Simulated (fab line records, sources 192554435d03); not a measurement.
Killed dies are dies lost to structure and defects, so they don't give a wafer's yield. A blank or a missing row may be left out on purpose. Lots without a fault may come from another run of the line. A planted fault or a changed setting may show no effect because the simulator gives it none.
fab line records | flow n5_finfet
record lots=24 wafers=72 last_day=18
route steps=1938 shown BEOL_M1@827 BEOL_M2@881 BEOL_M3@932
lots that met no fault: from a run of the same line without faults
start_h: hours from the record's first day to the start of the lot's first wafer shown | wait_h: hours since the lot's step before | " the same as in the row above | L1.1+2: a row that stands for several wafers | - no value, or no start given | * or withheld: withheld | < > ~ a bound
route shown NAME@n: a module of which the file shows steps, and the number in the route of the first | usual: mean/standard deviation of fault-free wafers | same: alike in all rows | chamber/n: place in a boat | sites: the reading at each site | _std_site: their standard deviation | _edge_site: outer sites' mean less inner sites' | radius_mm: how far each site lies from the wafer's centre | mask NAME#n: copy n | behind: the tool/chamber that last shaped the wafer | hold: why the lot was held/for how many hours/how that ended | device: the transistor (n, p or np) that didn't switch | end of line: the same wafers' tests at the end of the route | a step without rows: its recipe alone | killed: dies lost to structure and defects at the first sort, not the wafer's yield | map: a wafer's dies, x killed, . not, _ none there
set.NAME: the setting as run; set.NAME@STEP: as run at that earlier step | model.NAME: the simulator's own value behind a step, which no gauge read
steps of the route over a sample of lots; a table a step, a row a wafer
services: from which hour (start_h, from the record's first day; less than 0 if before it) a tool's chamber was out of use, for how many hours, and why
## steps
# step N5_BEOL_M1_ANNEAL_93
# recipe temp_c=400 time_s=240 ambient=vacuum
# usual heater_power_w=795/68 susceptor_temp_C=400.02/0.22
# columns lot.wafer tool chamber start_h wait_h heater_power_w susceptor_temp_C
L074.2 pvd_sputter-01 - 137.56 0.0 862 400.01
L074.3 " - " " 886 400.41
L074.5 " - " " 865 400.12
L075.2 pvd_sputter-01 - 141.32 0.0 847 399.98
L075.4 " - " " 855 399.67
L075.6 " - " " 864 399.69
L076.3 pvd_sputter-03 - 143.96 0.0 750 400.08
L076.4 " - " " 680 399.56
L076.6 " - " " 768 400.38
L077.1 pvd_sputter-02 - 144.72 0.0 861 399.78
L077.2 " - " " 694 400.27
L077.3 " - " " 767 400.18
L078.1 pvd_sputter-02 - 156.27 0.0 838 399.97
L078.2 " - " " 834 400.03
L078.5 " - " " 684 399.84
L079.1 pvd_sputter-02 - 160.77 0.0 847 400.04
L079.3 " - " " 829 400.02
L079.5 " - " " 855 400.08
L080.4 pvd_sputter-01 - 168.04 0.0 889 399.87
L080.5 " - " " 860 399.92
L080.6 " - " " 863 400.25
L081.2 pvd_sputter-02 - 175.75 0.0 696 399.83
L081.3 " - " " 844 399.88
L081.4 " - " " 792 400.09
L082.3 pvd_sputter-02 - 179.73 0.0 690 400.38
L082.4 " - " " 792 399.74
L082.6 " - " " 817 399.82
L083.1 pvd_sputter-02 - 186.09 0.0 826 399.75
L083.4 " - " " 796 400.24
L083.5 " - " " 705 400.17
L084.2 pvd_sputter-02 - 190.67 0.0 691 399.72
L084.3 " - " " 839 400.16
L084.6 " - " " 684 400.10
L085.3 pvd_sputter-03 - 206.95 0.0 746 400.27
L085.5 " - " " 736 399.82
L085.6 " - " " 734 400.27
L087.1 pvd_sputter-02 - 216.13 0.0 841 399.76
L087.2 " - " " 701 399.87
L087.5 " - " " 812 399.82
L088.1 pvd_sputter-01 - 218.52 0.0 854 399.77
L088.5 " - " " 866 399.82
L088.6 " - " " 908 400.17
L086.2 pvd_sputter-03 - 218.76 0.0 736 400.13
L086.3 " - " " 756 399.91
L086.6 " - " " 677 400.47
L089.1 pvd_sputter-03 - 221.36 0.0 753 399.95
L089.2 " - " " 747 400.34
L089.6 " - " " 741 400.31
L090.1 pvd_sputter-02 - 222.72 0.0 759 400.23
L090.4 " - " " 837 400.05
L090.5 " - " " 835 399.84
L091.1 pvd_sputter-03 - 236.24 0.0 761 399.94
L091.4 " - " " 756 400.00
L091.5 " - " " 699 399.69
L092.2 pvd_sputter-03 - 240.44 0.0 769 399.87
L092.3 " - " " 744 399.89
L092.6 " - " " 690 400.13
L093.2 pvd_sputter-01 - 247.43 0.0 874 400.06
L093.5 " - " " 866 400.30
L093.6 " - " " 898 400.17
L094.2 pvd_sputter-02 - 259.86 0.0 779 399.96
L094.3 " - " " 823 399.65
L094.4 " - " " 838 400.25
L096.3 pvd_sputter-01 - 260.49 0.0 847 400.43
L096.4 " - " " 865 399.83
L096.5 " - " " 841 400.01
L095.3 pvd_sputter-03 - 263.61 0.0 740 400.08
L095.5 " - " " 753 400.04
L095.6 " - " " 744 400.07
L097.2 pvd_sputter-01 - 281.02 0.0 871 400.00
L097.4 " - " " 904 399.83
L097.5 " - " " 862 399.85
# step N5_BEOL_M2_ETCH_69
# recipe chemistry=CF4 target=SiARC target_depth_a=156 mask_material=CAR-EUV time_s=26 ion_energy_ev=80 pressure_mtorr=40 source_w=545 bias_w=36 Ar_flow_sccm=100 cf4_flow_sccm=100 ends=cleared
# usual drypump_motor_current_A=5.8/0.37 etch_rf_on_time_s=25.9/0.55 mfc_ar_sccm=99.98/0.29 oes_product_au=0.70/0.077 rf_vpp_V=184.3/1.1 showerhead_plenum_p_Torr=2.17/0.064 throttle_valve_pct=15.61/0.25
# columns lot.wafer tool chamber start_h wait_h drypump_motor_current_A etch_rf_on_time_s mfc_ar_sccm oes_product_au rf_hours_counter_h rf_vpp_V showerhead_plenum_p_Torr throttle_valve_pct
L074.2 rie_diel-01 1 141.28 0.0 6.1 26.5 99.97 0.59 238 183.5 2.10 15.76
L074.3 " 3 " " 5.3 25.1 100.07 0.79 12 184.6 2.28 15.65
L074.5 " 3 " " 5.3 25.1 99.97 0.79 - 184.4 2.28 15.67
L075.2 rie_diel-06 3 144.57 0.0 5.4 26.3 99.90 0.59 192 183.1 2.13 15.92
L075.4 " 2 " " 5.7 25.4 99.40 0.78 30 182.8 2.10 15.40
L075.6 " 1 " " 6.5 26.3 100.26 0.82 - 184.9 2.18 15.62
L076.3 rie_diel-01 3 147.49 0.0 5.3 25.3 99.97 0.78 15 184.7 2.28 15.66
L076.4 " 2 " " 5.9 26.5 100.35 0.60 218 184.9 2.19 15.74
L076.6 " 1 " " 6.0 26.6 100.15 0.59 - 181.6 2.10 15.77
L077.1 rie_diel-06 1 150.92 0.0 6.5 26.6 100.26 0.80 6 184.5 2.18 15.63
L077.2 " 3 " " 5.4 26.3 99.75 0.59 194 184.3 2.13 15.92
L077.3 " 0 " " 6.2 25.1 100.53 0.79 15 183.6 2.10 15.60
L078.1 rie_diel-06 0 160.36 0.0 6.2 25.1 99.87 0.79 19 184.1 2.10 15.61
L078.2 " 3 " " 5.3 26.5 99.52 0.59 197 183.1 2.13 15.93
L078.5 " 0 " " 6.2 24.9 100.24 0.80 - 184.0 2.10 15.62
L079.1 rie_diel-01 2 164.43 0.0 5.9 26.5 99.77 0.60 224 185.3 2.19 15.76
L079.3 " 0 " " 6.0 25.3 100.21 0.74 43 185.0 2.26 15.43
L079.5 " 3 " " 5.3 25.4 99.74 0.77 - 185.3 2.28 15.67
L080.4 rie_diel-01 2 172.84 0.0 5.9 26.2 100.44 0.60 227 184.8 2.19 15.75
L080.5 " 2 " " 5.9 26.2 100.09 0.60 - 185.4 2.19 15.74
L080.6 " 3 " " 5.3 25.2 99.73 0.76 - 184.8 2.28 15.68
L081.2 rie_diel-01 3 179.48 0.0 5.3 25.3 100.10 0.76 26 185.5 2.28 15.68
L081.3 " 2 " " 5.9 26.6 100.11 0.59 230 184.2 2.19 15.76
L081.4 " 2 " " 5.9 26.8 100.11 0.59 - 185.4 2.19 15.75
L082.3 rie_diel-01 3 183.62 0.0 5.3 25.3 100.17 0.77 27 185.9 2.28 15.69
L082.4 " 3 " " 5.3 25.2 100.01 0.77 - 185.3 2.28 15.70
L082.6 " 2 " " 5.9 26.8 99.49 0.60 - 184.5 2.19 15.76
L083.1 rie_diel-06 2 192.05 0.0 5.7 25.8 99.83 0.74 47 184.3 2.09 15.43
L083.4 " 1 " " 6.5 26.4 99.73 0.76 23 183.8 2.18 15.65
L083.5 " 0 " " 6.2 25.4 99.55 0.76 - 181.1 2.10 15.64
L084.2 rie_diel-01 0 195.07 0.0 6.0 25.2 99.75 0.73 54 186.9 2.26 15.46
L084.3 " 1 " " 6.1 26.3 100.03 0.84 1 183.4 2.10 15.29
L084.6 " 1 " " 6.1 26.3 100.37 0.84 - 183.1 2.10 15.28
L085.3 rie_diel-01 1 211.17 0.0 6.1 26.6 100.03 0.80 6 183.4 2.09 15.30
L085.5 " 0 " " 6.0 25.2 100.20 0.73 - 186.4 2.25 15.47
L085.6 " 3 " " 5.3 25.4 100.13 0.74 - 186.6 2.28 15.73
L087.1 rie_diel-06 3 221.03 0.0 5.4 26.4 99.89 0.58 221 182.9 2.12 15.98
L087.2 " 2 " " 5.7 25.9 100.07 0.74 57 184.0 2.09 15.48
L087.5 " 3 " " 5.4 26.7 100.14 0.57 - 183.7 2.12 16.00
L088.1 rie_diel-02 3 222.58 0.0 5.5 26.2 100.07 0.74 36 183.7 2.18 15.18
L088.5 " 1 " " 5.5 26.1 100.16 0.60 - 184.6 2.21 16.11
L088.6 " 3 " " 5.5 26.1 99.99 0.73 - 183.8 2.18 15.18
L086.2 rie_diel-06 0 222.91 0.0 6.2 25.4 99.88 0.74 42 183.0 2.09 15.66
L086.3 " 2 " " 5.7 26.1 100.29 0.73 58 184.8 2.09 15.45
L086.6 " 1 " " 6.5 26.4 99.95 0.75 - 185.2 2.17 15.68
L089.1 rie_diel-02 2 227.19 0.0 6.2 26.3 100.09 0.72 61 184.2 2.15 15.14
L089.2 " 3 " " 5.5 26.2 100.14 0.73 37 184.5 2.18 15.17
L089.6 " 3 " " 5.5 26.5 99.92 0.72 - 183.4 2.18 15.18
L090.1 rie_diel-02 2 227.73 0.0 6.2 25.7 100.40 0.74 62 183.5 2.15 15.16
L090.4 " 3 " " 5.5 26.0 99.75 0.73 37 184.4 2.18 15.18
L090.5 " 0 " " 6.0 26.1 99.41 0.70 - 184.4 2.16 15.36
L091.1 rie_diel-01 0 239.53 0.0 6.0 25.6 100.03 0.72 70 184.7 2.25 15.48
L091.4 " 3 " " 5.3 25.7 99.91 0.72 49 185.3 2.27 15.73
L091.5 " 2 " " 5.9 26.9 100.17 0.58 - 185.3 2.18 15.80
L092.2 rie_diel-06 1 244.24 0.0 6.5 26.4 99.69 0.74 39 183.8 2.17 15.69
L092.3 " 0 " " 6.2 25.2 100.32 0.75 48 183.2 2.09 15.68
L092.6 " 2 " " 5.7 25.8 100.23 0.72 - 182.7 2.09 15.48
L093.2 rie_diel-01 3 252.84 0.0 5.3 25.4 99.69 0.72 53 185.8 2.27 15.75
L093.5 " 2 " " 5.9 26.7 99.79 0.58 - 183.1 2.18 15.82
L093.6 " 3 " " 5.3 25.2 100.26 0.72 - 186.0 2.27 15.73
L094.2 rie_diel-06 2 263.28 0.0 5.7 25.5 99.90 0.73 72 183.6 2.08 15.48
L094.3 " 0 " " 6.2 25.2 100.77 0.73 55 182.4 2.09 15.70
L094.4 " 1 " " 6.5 26.0 100.43 0.73 46 184.0 2.17 15.71
L096.3 rie_diel-06 0 268.27 0.0 6.2 25.1 100.22 0.73 56 182.3 2.09 15.70
L096.4 " 3 " " 5.4 26.8 99.72 0.57 237 183.1 2.11 16.02
L096.5 " 1 " " 6.5 26.0 100.33 0.74 - 184.5 2.17 15.72
L095.3 rie_diel-02 0 269.31 0.0 6.0 26.2 99.98 0.69 90 184.6 2.15 15.39
L095.5 " 0 " " 6.0 25.9 99.94 0.70 - 184.4 2.15 15.39
L095.6 " 3 " " 5.5 26.0 99.54 0.71 - 185.0 2.18 15.19
L097.2 rie_diel-02 1 284.95 0.0 5.5 26.2 100.15 0.60 244 184.9 2.21 16.15
L097.4 " 2 " " 6.2 25.7 100.61 0.71 81 184.9 2.15 15.19
L097.5 " 3 " " 5.5 25.8 99.70 0.72 - 184.7 2.18 15.23
# step N5_BEOL_M2_ANNEAL_82
# recipe temp_c=400 time_s=240 ambient=vacuum
# usual heater_power_w=816/67 susceptor_temp_C=400.00/0.23
# columns lot.wafer tool chamber start_h wait_h heater_power_w susceptor_temp_C
L074.2 pvd_sputter-01 - 143.67 0.0 858 399.98
L074.3 " - " " 902 400.07
L074.5 " - " " 888 400.05
L075.2 pvd_sputter-01 - 152.30 0.0 859 399.78
L075.4 " - " " 877 399.88
L075.6 " - " " 866 400.30
L077.1 pvd_sputter-03 - 155.90 0.0 768 400.02
L077.2 " - " " 694 400.02
L077.3 " - " " 739 399.59
L076.3 pvd_sputter-02 - 157.23 0.0 686 400.05
L076.4 " - " " 850 399.54
L076.6 " - " " 720 400.18
L078.1 pvd_sputter-01 - 164.02 0.0 904 400.19
L078.2 " - " " 846 400.11
L078.5 " - " " 904 399.95
L079.1 pvd_sputter-02 - 166.93 0.0 837 399.88
L079.3 " - " " 825 400.22
L079.5 " - " " 688 400.12
L080.4 pvd_sputter-01 - 180.65 0.0 864 399.99
L080.5 " - " " 879 400.20
L080.6 " - " " 881 400.10
L081.2 pvd_sputter-01 - 188.42 0.0 866 399.59
L081.3 " - " " 830 399.81
L081.4 " - " " 880 400.16
L082.3 pvd_sputter-03 - 188.44 0.0 709 400.16
L082.4 " - " " 752 399.56
L082.6 " - " " 744 399.68
L083.1 pvd_sputter-01 - 196.60 0.0 906 400.46
L083.4 " - " " 849 400.18
L083.5 " - " " 893 400.28
L084.2 pvd_sputter-01 - 200.28 0.0 861 400.03
L084.3 " - " " 863 400.01
L084.6 " - " " 851 399.81
L085.3 pvd_sputter-02 - 217.80 0.0 696 400.39
L085.5 " - " " 709 400.06
L085.6 " - " " 815 400.41
L087.1 pvd_sputter-03 - 228.23 0.0 751 400.13
L087.2 " - " " 736 400.11
L087.5 " - " " 721 400.17
L088.1 pvd_sputter-02 - 228.41 0.0 694 399.88
L088.5 " - " " 669 399.96
L088.6 " - " " 819 400.14
L086.2 pvd_sputter-02 - 230.35 0.0 852 400.02
L086.3 " - " " 694 400.31
L086.6 " - " " 829 400.11
L089.1 pvd_sputter-01 - 231.06 0.0 860 399.86
L089.2 " - " " 849 400.03
L089.6 " - " " 869 399.76
L090.1 pvd_sputter-03 - 231.84 0.0 750 400.05
L090.4 " - " " 694 399.89
L090.5 " - " " 741 399.93
L091.1 pvd_sputter-02 - 244.78 0.0 858 400.17
L091.4 " - " " 820 400.16
L091.5 " - " " 847 400.16
L092.2 pvd_sputter-02 - 246.94 0.0 841 399.74
L092.3 " - " " 780 400.40
L092.6 " - " " 708 399.99
L093.2 pvd_sputter-02 - 256.44 0.0 830 399.96
L093.5 " - " " 782 400.11
L093.6 " - " " 814 399.94
L094.2 pvd_sputter-03 - 274.62 0.0 767 399.95
L094.3 " - " " 673 400.25
L094.4 " - " " 744 400.40
L096.3 pvd_sputter-01 - 276.10 0.0 877 399.89
L096.4 " - " " 873 399.86
L096.5 " - " " 900 400.48
L095.3 pvd_sputter-01 - 278.18 0.0 860 400.05
L095.5 " - " " 844 400.16
L095.6 " - " " 902 399.74
L097.2 pvd_sputter-01 - 290.26 0.0 854 399.66
L097.4 " - " " 866 399.72
L097.5 " - " " 920 400.28
# step N5_BEOL_M2_ANNEAL_87
# recipe temp_c=400 time_s=240 ambient=vacuum
# usual heater_power_w=814/65 susceptor_temp_C=400.03/0.22
# columns lot.wafer tool chamber start_h wait_h heater_power_w susceptor_temp_C
L074.2 pvd_sputter-01 - 143.89 0.0 884 400.00
L074.3 " - " " 890 399.85
L074.5 " - " " 832 399.81
L075.2 pvd_sputter-01 - 152.52 0.0 845 400.31
L075.4 " - " " 893 400.15
L075.6 " - " " 831 400.59
L077.1 pvd_sputter-03 - 156.12 0.0 745 400.20
L077.2 " - " " 699 399.90
L077.3 " - " " 749 400.12
L076.3 pvd_sputter-02 - 157.45 0.0 699 400.07
L076.4 " - " " 831 399.97
L076.6 " - " " 685 400.29
L078.1 pvd_sputter-01 - 164.24 0.0 880 400.03
L078.2 " - " " 858 400.03
L078.5 " - " " 870 400.01
L079.1 pvd_sputter-02 - 167.15 0.0 845 400.13
L079.3 " - " " 851 399.87
L079.5 " - " " 686 400.15
L080.4 pvd_sputter-01 - 180.87 0.0 849 400.31
L080.5 " - " " 865 400.47
L080.6 " - " " 836 400.12
L081.2 pvd_sputter-01 - 188.64 0.0 850 399.64
L081.3 " - " " 877 400.45
L081.4 " - " " 891 400.26
L082.3 pvd_sputter-03 - 188.66 0.0 690 399.99
L082.4 " - " " 751 399.89
L082.6 " - " " 745 400.23
L083.1 pvd_sputter-01 - 196.82 0.0 914 400.28
L083.4 " - " " 867 400.45
L083.5 " - " " 906 400.04
L084.2 pvd_sputter-01 - 200.50 0.0 866 399.54
L084.3 " - " " 870 399.94
L084.6 " - " " 846 399.70
L085.3 pvd_sputter-02 - 218.02 0.0 688 400.25
L085.5 " - " " 701 400.06
L085.6 " - " " 846 399.66
L087.1 pvd_sputter-03 - 228.45 0.0 757 399.80
L087.2 " - " " 746 400.02
L087.5 " - " " 751 400.00
L088.1 pvd_sputter-02 - 228.63 0.0 683 400.27
L088.5 " - " " 691 399.78
L088.6 " - " " 836 399.96
L086.2 pvd_sputter-02 - 230.57 0.0 832 399.67
L086.3 " - " " 697 400.15
L086.6 " - " " 853 400.16
L089.1 pvd_sputter-01 - 231.28 0.0 853 400.07
L089.2 " - " " 866 400.29
L089.6 " - " " 871 399.87
L090.1 pvd_sputter-03 - 232.06 0.0 759 399.73
L090.4 " - " " 701 399.52
L090.5 " - " " 740 399.91
L091.1 pvd_sputter-02 - 245.00 0.0 855 399.90
L091.4 " - " " 857 400.31
L091.5 " - " " 829 400.15
L092.2 pvd_sputter-02 - 247.16 0.0 848 399.95
L092.3 " - " " 785 399.96
L092.6 " - " " 702 399.78
L093.2 pvd_sputter-02 - 256.66 0.0 830 400.14
L093.5 " - " " 782 399.90
L093.6 " - " " 851 399.77
L094.2 pvd_sputter-03 - 274.84 0.0 738 399.87
L094.3 " - " " 701 399.97
L094.4 " - " " 726 400.13
L096.3 pvd_sputter-01 - 276.32 0.0 912 399.77
L096.4 " - " " 865 400.17
L096.5 " - " " 884 399.78
L095.3 pvd_sputter-01 - 278.40 0.0 867 399.81
L095.5 " - " " 863 399.70
L095.6 " - " " 893 399.70
L097.2 pvd_sputter-01 - 290.48 0.0 844 400.28
L097.4 " - " " 877 400.23
L097.5 " - " " 883 399.76
# step N5_BEOL_M2_ANNEAL_91
# recipe temp_c=400 time_s=240 ambient=vacuum
# usual heater_power_w=816/66 susceptor_temp_C=400.00/0.24
# columns lot.wafer tool chamber start_h wait_h heater_power_w susceptor_temp_C
L074.2 pvd_sputter-01 - 144.33 0.0 859 399.72
L074.3 " - " " 876 400.11
L074.5 " - " " 862 400.21
L075.2 pvd_sputter-01 - 152.96 0.0 859 399.90
L075.4 " - " " 901 400.22
L075.6 " - " " 863 399.66
L077.1 pvd_sputter-03 - 156.56 0.0 755 400.04
L077.2 " - " " 696 400.26
L077.3 " - " " 766 399.74
L076.3 pvd_sputter-02 - 157.89 0.0 696 400.04
L076.4 " - " " 829 400.42
L076.6 " - " " 688 400.20
L078.1 pvd_sputter-01 - 164.68 0.0 887 399.88
L078.2 " - " " 883 399.69
L078.5 " - " " 868 400.05
L079.1 pvd_sputter-02 - 167.59 0.0 828 400.24
L079.3 " - " " 831 399.79
L079.5 " - " " 689 400.14
L080.4 pvd_sputter-01 - 181.31 0.0 878 400.20
L080.5 " - " " 866 400.28
L080.6 " - " " 865 400.19
L081.2 pvd_sputter-01 - 189.08 0.0 857 400.17
L081.3 " - " " 852 399.93
L081.4 " - " " 889 400.02
L082.3 pvd_sputter-03 - 189.10 0.0 707 399.68
L082.4 " - " " 753 400.26
L082.6 " - " " 763 399.91
L083.1 pvd_sputter-01 - 197.26 0.0 913 400.09
L083.4 " - " " 855 400.36
L083.5 " - " " 896 400.35
L084.2 pvd_sputter-01 - 200.94 0.0 843 399.84
L084.3 " - " " 920 400.00
L084.6 " - " " 841 399.75
L085.3 pvd_sputter-02 - 218.46 0.0 685 399.94
L085.5 " - " " 689 400.20
L085.6 " - " " 814 400.05
L087.1 pvd_sputter-03 - 228.89 0.0 762 400.20
L087.2 " - " " 758 400.45
L087.5 " - " " 751 400.46
L088.1 pvd_sputter-02 - 229.07 0.0 707 399.95
L088.5 " - " " 697 399.74
L088.6 " - " " 844 399.88
L086.2 pvd_sputter-02 - 231.01 0.0 827 399.96
L086.3 " - " " 687 400.35
L086.6 " - " " 844 400.11
L089.1 pvd_sputter-01 - 231.72 0.0 851 399.82
L089.2 " - " " 836 399.92
L089.6 " - " " 893 399.93
L090.1 pvd_sputter-03 - 232.50 0.0 759 400.49
L090.4 " - " " 678 400.08
L090.5 " - " " 744 399.85
L091.1 pvd_sputter-02 - 245.44 0.0 849 400.30
L091.4 " - " " 820 400.02
L091.5 " - " " 852 400.34
L092.2 pvd_sputter-02 - 247.60 0.0 838 399.90
L092.3 " - " " 774 399.69
L092.6 " - " " 696 399.88
L093.2 pvd_sputter-02 - 257.10 0.0 836 399.93
L093.5 " - " " 783 400.07
L093.6 " - " " 828 399.65
L094.2 pvd_sputter-03 - 275.28 0.0 761 399.99
L094.3 " - " " 677 399.60
L094.4 " - " " 737 399.98
L096.3 pvd_sputter-01 - 276.76 0.0 912 400.50
L096.4 " - " " 870 400.16
L096.5 " - " " 877 400.75
L095.3 pvd_sputter-01 - 278.84 0.0 859 400.04
L095.5 " - " " 850 400.11
L095.6 " - " " 870 399.95
L097.2 pvd_sputter-01 - 290.92 0.0 854 400.04
L097.4 " - " " 881 399.61
L097.5 " - " " 891 400.45
# step N5_BEOL_M3_THK_MEAS_01
# recipe reads=SiOC_of_BEOL_M3_ILD_DEP_00
# usual M3_ILD_THK=78.8/0.86
# columns lot.wafer tool chamber start_h wait_h M3_ILD_THK[nm]
L074.2 film_metro-01 - 146.32 0.1 78.8
L074.3 " - " " 78.4
L074.5 " - " " 79.3
L075.2 film_metro-02 - 154.78 0.1 77.9
L075.4 " - " " 78.8
L075.6 " - " " 79.6
L077.1 film_metro-01 - 158.32 0.0 78.1
L077.2 " - " " 78.2
L077.3 " - " " 78.0
L076.3 film_metro-01 - 160.00 0.1 79.3
L076.4 " - " " 79.3
L076.6 " - " " 78.8
L078.1 film_metro-02 - 166.44 0.1 79.1
L078.2 " - " " 78.3
L078.5 " - " " 79.9
L079.1 film_metro-01 - 169.34 0.0 78.5
L079.3 " - " " 77.1
L079.5 " - " " 78.7
L080.4 film_metro-02 - 183.14 0.0 79.6
L080.5 " - " " 79.7
L080.6 " - " " 78.9
L081.2 film_metro-01 - 190.87 0.1 78.5
L081.3 " - " " 79.6
L081.4 " - " " 79.6
L082.3 film_metro-01 - 190.95 0.1 77.9
L082.4 " - " " 79.0
L082.6 " - " " 79.6
L083.1 film_metro-01 - 199.09 0.1 77.9
L083.4 " - " " 79.8
L083.5 " - " " 78.9
L084.2 film_metro-01 - 202.80 0.1 78.8
L084.3 " - " " 77.9
L084.6 " - " " 78.4
L085.3 film_metro-02 - 220.33 0.1 78.8
L085.5 " - " " 80.2
L085.6 " - " " 79.7
L087.1 film_metro-01 - 230.65 0.0 78.8
L087.2 " - " " 78.0
L087.5 " - " " 78.9
L088.1 film_metro-01 - 230.98 0.0 78.4
L088.5 " - " " 80.8
L088.6 " - " " 80.8
L086.2 film_metro-02 - 232.85 0.1 78.2
L086.3 " - " " 77.6
L086.6 " - " " 78.2
L089.1 film_metro-02 - 233.49 0.0 78.1
L089.2 " - " " 77.7
L089.6 " - " " 78.3
L090.1 film_metro-02 - 234.26 0.0 78.1
L090.4 " - " " 79.8
L090.5 " - " " 79.0
L091.1 film_metro-01 - 247.19 0.0 78.2
L091.4 " - " " 79.7
L091.5 " - " " 79.5
L092.2 film_metro-02 - 249.36 0.1 77.8
L092.3 " - " " 79.4
L092.6 " - " " 78.3
L093.2 film_metro-02 - 258.87 0.1 78.9
L093.5 " - " " 79.6
L093.6 " - " " 79.2
L094.2 film_metro-01 - 277.04 0.1 78.2
L094.3 " - " " 77.9
L094.4 " - " " 79.5
L096.3 film_metro-01 - 278.52 0.1 78.3
L096.4 " - " " 78.9
L096.5 " - " " 79.0
L095.3 film_metro-01 - 280.60 0.1 77.2
L095.5 " - " " 78.5
L095.6 " - " " 79.1
L097.2 film_metro-02 - 292.68 0.1 78.9
L097.4 " - " " 79.4
L097.5 " - " " 78.0
## services
# columns tool chamber start_h hours kind
rie_diel-06 1 113.60 - clean
rie_diel-06 1 113.60 - consumable_replace:focus_ring
rie_diel-06 1 113.60 19.9 scheduled_down
rie_diel-06 1 113.60 19.9 vent_cycle
pvd_sputter-03 - 157.71 0.7 repair
rie_diel-02 2 171.75 5.4 repair
rie_diel-01 1 172.90 - clean
rie_diel-01 1 172.90 - consumable_replace:focus_ring
rie_diel-01 1 172.90 20.6 scheduled_down
rie_diel-01 1 172.90 20.6 vent_cycle
rie_diel-01 - 189.34 0.3 repair
rie_diel-01 2 218.92 9.9 repair
rie_diel-02 0 219.88 3.8 repair
rie_diel-01 2 254.45 7.3 repair
rie_diel-01 2 261.77 - clean
rie_diel-01 2 261.77 - consumable_replace:focus_ring
rie_diel-01 2 261.77 11.2 scheduled_down
rie_diel-01 2 261.77 11.2 vent_cycle
## key
fault none
